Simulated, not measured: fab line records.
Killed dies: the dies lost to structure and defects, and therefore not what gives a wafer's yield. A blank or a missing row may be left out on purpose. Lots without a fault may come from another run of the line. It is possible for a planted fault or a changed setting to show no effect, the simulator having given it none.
fab line records || flow n5_finfet
[record] {"lots": 3, "wafers": 9, "last_day": 18}
route steps=1938 shown BEOL_M14@1749 BEOL_M15@1773 PASSIVATION@1936
lots untouched by any fault: they come from a run of this same line in which no faults occurred
start_h: the number of hours between the record's first day and the start of the first shown wafer of the lot || wait_h: how many hours have passed since the lot's step before this one || " the same as in the row above || L1.1+2: one row covering several wafers at once || - no value, or no start was given || * or withheld: withheld || < > ~ a bound
route shown NAME@n: NAME is a module with steps in the file, n the number in the route of the first one || usual: mean/standard deviation taken from wafers without a fault || same: alike in all rows || chamber/n: place in a boat || sites: each site's reading || _std_site: standard deviation of those values || _edge_site: mean of outer sites minus mean of inner sites || radius_mm: for every site, how far away it sits from the centre of the wafer || mask NAME#n: copy n || behind: tool/chamber where the wafer was last shaped || hold: why the lot went on hold/how many hours it stayed there/how the hold came to an end || device: transistor that didn't switch, given as n, p or np || end of line: tests of these same wafers at the route's end || step lacking rows: just its recipe || killed: dies lost to structure and defects at the first sort, not the wafer's yield || map: a wafer's dies, x killed, . not, _ none there
set.NAME: the setting that was run; set.NAME@STEP: the one run at that earlier step || model.NAME: the simulator's own value behind a step, which no gauge read
lots at selected steps of the route; one table per step, one row per wafer
services: the hour from which a tool's chamber was out of use, counted from the record's first day as start_h (under 0 if before that day), plus the number of hours and why
[[steps]]
[step N5_BEOL_M14_DESCUM_33]
[recipe] {"chemistry": "O2", "time_s": 7.9, "source_power_w": 50, "bias_power_w": 20, "pressure_mtorr": 20, "rf_frequency_hz": 2.712e+07, "temp_c": 40, "o2_flow_sccm": 225}
[step N5_BEOL_M14_ETCH_67]
[recipe] {"chemistry": "CF4", "target": "SiARC", "target_depth_a": 1430, "time_s": 238.3, "ion_energy_ev": 80, "pressure_mtorr": 40, "source_w": 545, "bias_w": 36, "Ar_flow_sccm": 100, "cf4_flow_sccm": 100, "ends": "cleared"}
[step N5_BEOL_M14_ETCH_68]
[recipe] {"chemistry": "N2/H2", "target": "SOC", "mask_material": "SiARC", "source_w": 3000, "bias_w": 350, "temp_c": 40, "time_s": 450, "ion_energy_ev": 200, "pressure_mtorr": 30, "n2_flow_sccm": 200, "h2_flow_sccm": 200}
[step N5_BEOL_M14_STRIP_69]
[recipe] {"chemistry": "N2/H2", "temp_c": 40, "n2_flow_sccm": 200, "h2_flow_sccm": 200, "rf_frequency_hz": 6e+07}
[step N5_BEOL_M14_TRENCH_ETCH_34]
[recipe] {"chemistry": "C4F8/O2/Ar", "target": "SiO2", "target_depth_a": 5566.5, "mask_material": "SOC", "he_inner_torr": 15, "he_outer_torr": 30, "time_s": 126.9, "ion_energy_ev": 800, "pressure_mtorr": 20, "source_w": 1905, "bias_w": 2040, "Ar_flow_sccm": 400, "C4F8_flow_sccm": 16, "O2_flow_sccm": 12}
[step N5_BEOL_M14_STRIP_70]
[recipe] {"chemistry": "C4F8/O2/Ar", "resist": "SiARC", "rf_frequency_hz": 6e+07}
[step N5_BEOL_M14_STRIP_37]
[recipe] {"chemistry": "O2", "power_w": 600, "temp_c": 60, "pressure_mtorr": 30, "rf_frequency_hz": 6e+07, "bias_power_w": 0, "overash_fraction": 0.3, "o2_flow_sccm": 225}
[step N5_BEOL_M14_ETCH_38]
[recipe] {"chemistry": "CF4/N2", "target": "SiCN", "target_depth_a": 1065, "taper_deg": 2, "time_s": 120.6, "ion_energy_ev": 150, "mask_material": "SiO2", "pressure_mtorr": 40, "source_w": 430, "bias_w": 70, "Ar_flow_sccm": 100, "cf4_flow_sccm": 60, "n2_flow_sccm": 60}
[step N5_BEOL_M14_PRECLEAN_39]
[recipe] {"chemistry": "residue_remover", "time_s": 60, "temp_c": 40}
{"lot.wafer": "L259.2+3+5", "tool": "wet_bench-06", "chamber": "0,1,7", "start_h": 306.86, "wait_h": "-"}
{"lot.wafer": "L266.1+2+3", "tool": "wet_bench-06", "chamber": "0,5,2", "start_h": 399.32, "wait_h": "-"}
{"lot.wafer": "L267.3+4+5", "tool": "wet_bench-03", "chamber": "3,0,7", "start_h": 415.04, "wait_h": "-"}
[step N5_BEOL_M14_SRD_40]
[recipe] {"time_s": 30, "temp_c": 23, "rinse_liquid": "diw", "dry": "n2_spin", "spin_rpm": 1500, "dry_time_s": 30}
[step N5_BEOL_M14_DEGAS_41]
[recipe] {"ambient": "vacuum", "temp_c": 300, "time_s": 60}
[step N5_BEOL_M14_PRE_CLEAN_42]
[recipe] {"gas": "H2/He", "time_s": 30, "temp_c": 300}
[step N5_BEOL_M14_SPUTTER_43]
[recipe] {"material": "TaN", "target_thk_a": 150, "temp_c": 50, "bias_v": 168.6, "power_w": 15000, "chamber_pressure_pa": 0.12, "time_s": 24.19}
[step N5_BEOL_M14_SPUTTER_44]
[recipe] {"material": "Ta", "target_thk_a": 150, "temp_c": 50, "bias_v": 80, "power_w": 15000, "chamber_pressure_pa": 0.07, "time_s": 24.19}
[step N5_BEOL_M14_SPUTTER_45]
[recipe] {"material": "Cu", "target_thk_a": 1000, "temp_c": -20, "bias_v": 60, "power_w": 26000, "chamber_pressure_pa": 0.13, "time_s": 16.67}
[step N5_BEOL_M14_ECD_47]
[recipe] {"material": "Cu", "target_thk_a": 12480}
[step N5_BEOL_M14_ANNEAL_48]
[recipe] {"temp_c": 225, "time_s": 90, "ambient": "N2"}
[step N5_BEOL_M14_CMP_49]
[recipe] {"stop_on": "SiO2", "t_overpolish_s": 5.2, "down_force_psi": 2, "platen_rpm": 80, "clearing_platen_down_force_psi": 2, "clearing_platen_rpm": 80, "post_cmp_clean": "cu_alkaline", "target_thk_nm": 560, "clearing_platen_pad_velocity_m_s": 1.5917, "pad_velocity_m_s": 1.5917}
[step N5_BEOL_M14_PRE_CLEAN_52]
[recipe] {"gas": "NH3", "time_s": 15, "temp_c": "withheld", "rf_power_w": 300}
[step N5_BEOL_M14_DEP_53]
[recipe] {"material": "SiCN", "target_thk_a": 500, "temp_c": "withheld", "precursor": "3MS/NH3", "pressure_torr": 3, "rf_w": 675, "time_s": 17.8}
[step N5_BEOL_M15_ILD_DEP_00]
[recipe] {"material": "SiO2", "target_thk_a": 16293, "temp_c": 400, "precursor": "TEOS/O2", "pressure_torr": 6.5, "rf_w": 900, "teos_flow_sccm": 161.4, "gas": "O2", "flow_sccm": 2650, "time_s": 346.1}
[step N5_BEOL_M15_COAT_58]
[recipe] {"resist": "BARC", "temp_c": 205, "time_s": 60, "spin_rpm": 1500, "resist_thk_nm": 89}
[step N5_BEOL_M15_COAT_04]
[recipe] {"spin_rpm": 1704, "resist_thk_nm": 800}
[step N5_BEOL_M15_EBR_06]
[recipe] {"solvent": "PGMEA", "ebr_width_mm": 1.5}
[step N5_BEOL_M15_SOFTBAKE_05]
[recipe] {"temp_c": 130, "time_s": 60}
[step N5_BEOL_M15_EXPOSE_07]
[recipe] {"mask_id": "V14", "na": 0.8, "source_shape": "annular", "sigma_inner": 0.5, "sigma_outer": 0.8, "polarization": "unpolarized", "attpsm_phase_deg": 180, "dose_mj": 41.25}
[step N5_BEOL_M15_PEB_08]
[recipe] {"peb_temp_c": 130, "peb_time_s": 90}
[step N5_BEOL_M15_DEVELOP_09]
[recipe] {"develop_time_s": 45, "rinse_liquid": "diw", "dry": "air_spin", "dev_temp_c": 21}
[step N5_BEOL_M15_HARDBAKE_14]
[recipe] {"temp_c": 130, "time_s": 120}
[step N5_BEOL_M15_DESCUM_15]
[recipe] {"chemistry": "O2", "time_s": 7.9, "source_power_w": 50, "bias_power_w": 20, "pressure_mtorr": 20, "rf_frequency_hz": 2.712e+07, "temp_c": 40, "o2_flow_sccm": 225}
[step N5_BEOL_M15_ETCH_59]
[recipe] {"chemistry": "N2/H2", "target": "BARC", "target_depth_a": 890, "overetch_a": 267, "time_s": 67.9, "ion_energy_ev": 200, "pressure_mtorr": 30, "source_w": 840, "bias_w": 150, "n2_flow_sccm": 200, "h2_flow_sccm": 200}
[step N5_PASSIVATION_PROBE_49]
[usual] {"defect_limited_yield": "91.4/1.2", "killed_at_M0_to_M3": "34/10", "killed_at_M4_up": "14/5.1", "killed_at_contacts": "12/6.4", "killed_at_front_end": "38/9.3", "killed_at_other": "4/3", "killed_dies": "102/15", "killed_open": "67/12", "killed_short": "33/6.9", "sort_bin_5_function": "5.0/0.86", "sort_bin_6_memory": "3.2/0.58", "sort_n_pass": "1078/15", "sort_yield_pct": "91.4/1.2"}
[same] {"gross_dies": 1180, "killed_at_back_side": 0, "sort_bin_4_leakage[%]": 0, "sort_bin_8_speed[%]": 0}
{"lot.wafer": "L266.1", "tool": "prober-02", "chamber": "-", "start_h": 421.89, "wait_h": 0.2, "defect_limited_yield[%]": 83.7, "killed_at_M0_to_M3": 19, "killed_at_M4_up": 132, "killed_at_contacts": 5, "killed_at_front_end": 31, "killed_at_other": 5, "killed_dies": 192, "killed_open": 60, "killed_short": 21, "sort_bin_5_function[%]": 10.1, "sort_bin_6_memory[%]": 3.9, "sort_n_pass": 988, "sort_yield_pct[%]": 83.7}
{"lot.wafer": "L266.2", "tool": "prober-02", "chamber": "-", "start_h": 421.94, "wait_h": 0.2, "defect_limited_yield[%]": 85.7, "killed_at_M0_to_M3": 27, "killed_at_M4_up": 91, "killed_at_contacts": 6, "killed_at_front_end": 44, "killed_at_other": 1, "killed_dies": 169, "killed_open": 55, "killed_short": 25, "sort_bin_5_function[%]": 7.7, "sort_bin_6_memory[%]": 3.9, "sort_n_pass": 1011, "sort_yield_pct[%]": 85.7}
{"lot.wafer": "L266.3", "tool": "prober-02", "chamber": "-", "start_h": 421.99, "wait_h": 0.3, "defect_limited_yield[%]": 81.9, "killed_at_M0_to_M3": 35, "killed_at_M4_up": 132, "killed_at_contacts": 3, "killed_at_front_end": 41, "killed_at_other": 3, "killed_dies": 214, "killed_open": 58, "killed_short": 36, "sort_bin_5_function[%]": 10.6, "sort_bin_6_memory[%]": 4.3, "sort_n_pass": 966, "sort_yield_pct[%]": 81.9}
// killed by level:class
L266.1 BEOL_M14:unspecified=110 STI_FIN_REVEAL:geometric_particle:open=15 BEOL_M4:geometric_particle:open=10 BEOL_M0_SAQP:geometric_particle:short=6 BEOL_M0_SAQP:geometric_particle:open=5 BEOL_M1:geometric_particle:open=5 BEOL_M8:geometric_particle:open=5 FIN_SAQP:geometric_particle:short=4
L266.2 BEOL_M14:unspecified=82 FIN_SAQP:geometric_particle:open=11 BEOL_M0_SAQP:geometric_particle:open=6 BEOL_M4:geometric_particle:open=6 MOL_CONTACT_COAG:geometric_particle:open=5 BEOL_M0_SAQP:geometric_particle:short=5 BEOL_M1:geometric_particle:open=5 HKMG_FIN:area_etch=5
L266.3 BEOL_M14:unspecified=114 STI_FIN_REVEAL:geometric_particle:open=13 BEOL_M0_SAQP:geometric_particle:short=8 BEOL_M0_SAQP:geometric_particle:open=6 BEOL_M1:geometric_particle:open=6 BEOL_M4:geometric_particle:open=6 BEOL_M1:geometric_particle:short=5 BEOL_M3:geometric_particle:open=5
// map L266.3 (x killed, . not)
_________________....x.......________________
______________..........x.....x._____________
___________.......x................__________
__________...........x......x......._________
________....x...xx.x.................._______
_______..........x...........x.....xxx.______
______............x......x........xxxxxx_____
_____...................x.......xxxxxxxxx____
____....................x....x.xxxxxxxxx.x___
___.........x......x.x..x..x...xxxxxxxxxxxx__
___..........................xxxxxxxxxxxxxx__
__..........x......x....x.....xx.xxxxxxxxxxx_
__..x....x...............x....xxxxxxxxxxxxxx_
_...................x........xx..xxxxxxxxx.x.
_.....................x.........xxxxxxxxxxx..
_.x........x......x......x.x..x..x.xxxx.x..xx
_..x.................x.........x.x..x.xxx....
_x..x...........x.....x....x...x..x...x.xx...
_.x..........................xx..............
_..x..x..........x.........x.......x.........
_...............x........................xx..
__.......x..............x.xx..x............._
__.....x..........................x...x...x._
___...x......................x.......x.....__
___.......x.....x....x..x..................__
____.....xx............x.......x..........___
_____................x.x......x..........____
______..x........x....xx.......x........_____
_______x.........................x.....______
________......x......x.....x.........._______
__________.........................._________
___________...x.................x..__________
______________.....x.......x...._____________
_________________............________________
// map L259.5 (x killed, . not)
_________________..x...x....x________________
______________....xx......x....x_____________
___________.x............x.........__________
__________.......x......x..........._________
________.....................x.......x_______
_______......x..xx........xx.......x...______
______.x......x...x.........x..........._____
_____........x...........x............x..____
____.....x...x........................xx..___
___..........x..............x............x.__
___x............x.x....x.............x.....__
__............x...x..x......................_
__.........x.....xx........x................_
_......................x...x.................
_.........x..x....x.x............x...........
_....x...................x.............x.....
_..........x............x............x.......
_..x..x......................................
_........................x...x.........x.....
_...x....x...............x.....x.......x.x...
_...x........xx..............................
__........x...x...............x..........x.._
__.....x..............x...............x.x..x_
___.......x..x....x..x..........xx..x..x...__
___x...xx......xx..........................__
____.....................x..x............x___
_____..............x.x........x.........x____
______.....x.......x.............xx....._____
_______.........x............x.x.......______
________.x.x.xx...........x..........._______
__________...............x..x......._________
___________x...x.........x.x.......__________
______________....x............._____________
_________________..........x.________________
[[services]]
{"tool": "wet_bench-03", "chamber": "-", "start_h": 283.60, "hours": 1.9, "kind": "pm"}
[[key]]
[first_sign] {"step": "N5_PASSIVATION_PROBE_49", "reading": "killed_at_M4_up", "direction": "up", "sigmas": 21, "usual": 14, "struck": 118}
[effect] {"step": "N5_PASSIVATION_PROBE_49", "reading": "killed_dies", "direction": "up", "sigmas": 6.1, "usual": 102, "struck": 192}
[more_kills_born_at] {"N5_BEOL_M14_PRECLEAN_39@wet_bench-06": 306}
met_at N5_BEOL_M14_PRECLEAN_39
struck_wafers L266.1,L266.2,L266.3
onset_between 306.86 399.32
[earlier_fault] {"kind": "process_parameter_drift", "tool": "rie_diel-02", "chamber": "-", "onset_h": 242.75, "steps": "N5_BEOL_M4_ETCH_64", "channel": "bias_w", "offset": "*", "shape": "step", "acts_in": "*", "stated": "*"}
[fault] {"kind": "chamber_particle_source", "tool": "wet_bench-06", "chamber": "-", "onset_h": 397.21, "steps": "N5_BEOL_M14_PRECLEAN_39", "rate_per_visit_cm2": 0.79638}
